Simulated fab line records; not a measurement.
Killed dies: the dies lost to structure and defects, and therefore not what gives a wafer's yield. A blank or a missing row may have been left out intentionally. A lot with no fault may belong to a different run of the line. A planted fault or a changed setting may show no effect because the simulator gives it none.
Matching of chambers :: flow n5Finfet :: aldSin-02 running N5_MOL_CONTACT_COAG_ALD_27: 4 sister chambers
The step deposits SiOC, target thk 17 nm, pulse time 1.5 s, time 2720 s. 24 wafers are shown with their chamber, then 12 later ones without.

WAFERS WITH THEIR CHAMBER
wafer: L074.3
chamber: 3
heaterPowerW (W): 802
precursorPulseHeightRel: 0.991
chamberPressureTorr (Torr): 2.002

wafer: L074.5
chamber: 0
heaterPowerW (W): 772
precursorPulseHeightRel: 1.019
chamberPressureTorr (Torr): 2.003

wafer: L074.6
chamber: 3
heaterPowerW (W): 791
precursorPulseHeightRel: 0.962
chamberPressureTorr (Torr): 1.998

wafer: L075.3
chamber: 1
heaterPowerW (W): 775
precursorPulseHeightRel: 0.988
chamberPressureTorr (Torr): 1.996

wafer: L075.4
chamber: 3
heaterPowerW (W): 775
precursorPulseHeightRel: 0.995
chamberPressureTorr (Torr): 1.999

wafer: L075.6
chamber: 1
heaterPowerW (W): 820
precursorPulseHeightRel: 0.984
chamberPressureTorr (Torr): 2.000

wafer: L077.2
chamber: 0
heaterPowerW (W): 778
precursorPulseHeightRel: 1.003
chamberPressureTorr (Torr): 2.000

wafer: L077.5
chamber: 2
heaterPowerW (W): 891
precursorPulseHeightRel: 1.000
chamberPressureTorr (Torr): 2.002

wafer: L077.6
chamber: 3
heaterPowerW (W): 786
precursorPulseHeightRel: 1.033
chamberPressureTorr (Torr): 1.992

wafer: L078.1
chamber: 2
heaterPowerW (W): 878
precursorPulseHeightRel: 0.979
chamberPressureTorr (Torr): 2.004

wafer: L078.3
chamber: 3
heaterPowerW (W): 799
precursorPulseHeightRel: 1.006
chamberPressureTorr (Torr): 2.007

wafer: L078.6
chamber: 2
heaterPowerW (W): 907
precursorPulseHeightRel: 1.029
chamberPressureTorr (Torr): 2.002

wafer: L080.1
chamber: 2
heaterPowerW (W): 892
precursorPulseHeightRel: 1.009
chamberPressureTorr (Torr): 1.997

wafer: L080.2
chamber: 3
heaterPowerW (W): 792
precursorPulseHeightRel: 1.000
chamberPressureTorr (Torr): 2.006

wafer: L080.4
chamber: 0
heaterPowerW (W): 797
precursorPulseHeightRel: 1.019
chamberPressureTorr (Torr): 2.000

wafer: L081.2
chamber: 1
heaterPowerW (W): 774
precursorPulseHeightRel: 0.992
chamberPressureTorr (Torr): 2.000

wafer: L081.5
chamber: 0
heaterPowerW (W): 791
precursorPulseHeightRel: 1.000
chamberPressureTorr (Torr): 2.002

wafer: L081.6
chamber: 1
heaterPowerW (W): 785
precursorPulseHeightRel: 1.009
chamberPressureTorr (Torr): 2.000

wafer: L083.3
chamber: 2
heaterPowerW (W): 906
precursorPulseHeightRel: 1.013
chamberPressureTorr (Torr): 2.000

wafer: L083.4
chamber: 3
heaterPowerW (W): 801
precursorPulseHeightRel: 0.989
chamberPressureTorr (Torr): 2.005

wafer: L083.5
chamber: 0
heaterPowerW (W): 783
precursorPulseHeightRel: 0.981
chamberPressureTorr (Torr): 1.998

wafer: L084.3
chamber: 1
heaterPowerW (W): 798
precursorPulseHeightRel: 0.964
chamberPressureTorr (Torr): 2.010

wafer: L084.4
chamber: 3
heaterPowerW (W): 780
precursorPulseHeightRel: 0.992
chamberPressureTorr (Torr): 1.997

wafer: L084.6
chamber: 3
heaterPowerW (W): 784
precursorPulseHeightRel: 1.024
chamberPressureTorr (Torr): 2.004

SIGNATURES (averages over the wafers above)
reading: heaterPowerW
chamber 0: 784.20
chamber 1: 790.40
chamber 2: 894.80
chamber 3: 790.00
scatter within a chamber: 12.6

reading: precursorPulseHeightRel
chamber 0: 1.00440
chamber 1: 0.98740
chamber 2: 1.00600
chamber 3: 0.99911
scatter within a chamber: 0.0185

reading: chamberPressureTorr
chamber 0: 2.00060
chamber 1: 2.00120
chamber 2: 2.00100
chamber 3: 2.00111
scatter within a chamber: 0.00418
Rule: a wafer lies at a distance from a chamber equal to the root of the sum of squares, over the readings, of (its reading less the chamber's mean, divided by the reading's scatter). The wafer belongs to the nearest chamber; if the next one is less than 2 further off, it can't be placed. The scatter is the square root of a quotient: the sum, over the shown wafers, of each reading's squared deviation from its chamber's mean, divided by wafers minus chambers.

WAFERS MISSING THEIR CHAMBER
wafer: L085.2
heaterPowerW (W): 814
precursorPulseHeightRel: 0.948
chamberPressureTorr (Torr): 1.997

wafer: L085.4
heaterPowerW (W): 785
precursorPulseHeightRel: 0.983
chamberPressureTorr (Torr): 2.004

wafer: L085.5
heaterPowerW (W): 773
precursorPulseHeightRel: 0.987
chamberPressureTorr (Torr): 1.996

wafer: L090.2
heaterPowerW (W): 792
precursorPulseHeightRel: 1.011
chamberPressureTorr (Torr): 1.992

wafer: L090.5
heaterPowerW (W): 788
precursorPulseHeightRel: 1.037
chamberPressureTorr (Torr): 2.003

wafer: L090.6
heaterPowerW (W): 761
precursorPulseHeightRel: 1.016
chamberPressureTorr (Torr): 1.998

wafer: L094.1
heaterPowerW (W): 767
precursorPulseHeightRel: 0.992
chamberPressureTorr (Torr): 2.002

wafer: L094.2
heaterPowerW (W): 903
precursorPulseHeightRel: 1.015
chamberPressureTorr (Torr): 1.999

wafer: L094.3
heaterPowerW (W): 763
precursorPulseHeightRel: 1.011
chamberPressureTorr (Torr): 1.998

wafer: L095.2
heaterPowerW (W): 762
precursorPulseHeightRel: 1.014
chamberPressureTorr (Torr): 1.998

wafer: L095.3
heaterPowerW (W): 791
precursorPulseHeightRel: 1.016
chamberPressureTorr (Torr): 1.998

wafer: L095.5
heaterPowerW (W): 778
precursorPulseHeightRel: 1.002
chamberPressureTorr (Torr): 2.001

CHAMBER TAKEN BY EACH
wafer: L085.2
from the rows above: can't be placed: 1 or 3 or 0
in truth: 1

wafer: L085.4
from the rows above: can't be placed: 1 or 3 or 0
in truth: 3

wafer: L085.5
from the rows above: can't be placed: 0 or 1 or 3
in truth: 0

wafer: L090.2
from the rows above: can't be placed: 0 or 3 or 1
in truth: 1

wafer: L090.5
from the rows above: can't be placed: 0 or 3 or 1
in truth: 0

wafer: L090.6
from the rows above: can't be placed: 0 or 3 or 1
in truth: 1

wafer: L094.1
from the rows above: can't be placed: 0 or 3 or 1
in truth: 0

wafer: L094.2
from the rows above: 2
in truth: 2

wafer: L094.3
from the rows above: can't be placed: 0 or 3 or 1
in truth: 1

wafer: L095.2
from the rows above: can't be placed: 0 or 3 or 1
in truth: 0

wafer: L095.3
from the rows above: can't be placed: 0 or 3 or 1
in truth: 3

wafer: L095.5
from the rows above: can't be placed: 0 or 3 or 1
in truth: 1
Correct placement for 1 of the 12. Can't be placed from these rows: 11 (the true chamber is among the candidates in 11). Placed wrongly: 0.
